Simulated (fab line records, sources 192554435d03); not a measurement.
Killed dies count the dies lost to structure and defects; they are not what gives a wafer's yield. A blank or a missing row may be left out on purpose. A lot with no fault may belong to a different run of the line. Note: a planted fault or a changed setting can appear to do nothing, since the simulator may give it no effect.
Which tool was responsible? ; flow n5-finfet ; 11 lots, 33 wafers sampled, at 1 step of a route of 1938

WHAT EACH GAUGE READ, for each wafer
N5_BEOL_M15_CD_MEAS_28 targets a cd of 407.6 nm. Usual: 407.6 nm for cd-nm, sd 1.8.
lot;measured;on;cd-nm (nm);flag
L388;day 12 12:43;cd-sem-02;407.1 406.6 407.5;
L390;day 12 12:45;cd-sem-03;409.2 406.0 408.9;
L389;day 12 13:47;cd-sem-02;410.0 408.1 405.7;
L396;day 15 03:46;cd-sem-02;410.1 409.6 407.5;
L399;day 16 18:59;cd-sem-02;408.8 407.9 410.5;
L400;day 17 02:51;cd-sem-01;408.2 408.6 407.9;
L403;day 17 10:49;cd-sem-02;407.5 407.2 406.6;
L408;day 18 00:20;cd-sem-02;405.8 408.8 406.8;
L405;day 18 00:37;cd-sem-01;405.8 405.4 409.0;
L410;day 18 23:20;cd-sem-02;407.8 405.3 404.9;
L411;day 19 20:48;cd-sem-02;406.5 408.5 405.2;

EACH LOT AND THE TOOL THAT RAN IT (in order: tool; ch and the chambers of the sampled wafers; start)
The record shows no process step preceding these readings.

WHAT THE TOOLS THEMSELVES READ (means of the sampled wafers that have a number; where no wafer has one, the mark that the record gives instead)
The record holds no such reading with a usual standard deviation.

THE ANSWER, worked out from the rows above alone
Rule: take the mean of a lot's wafers that have a number; if it is more than 3 standard deviations from the usual mean, the lot is off. A lot without any number at a reading at which 4 lots or more have one is off too. Any other lot the step has rows for is counted as sound. First the gauges in route order, then the tools' own readings, where a lot's mean is used as printed above. The first step at which some lot is off is used, and at that step the reading that is off furthest; a lot without a number counts as furthest.
No lot is off at any reading shown: from this, nothing can be told.

WHAT HAD BEEN PUT IN BY THE SIMULATOR
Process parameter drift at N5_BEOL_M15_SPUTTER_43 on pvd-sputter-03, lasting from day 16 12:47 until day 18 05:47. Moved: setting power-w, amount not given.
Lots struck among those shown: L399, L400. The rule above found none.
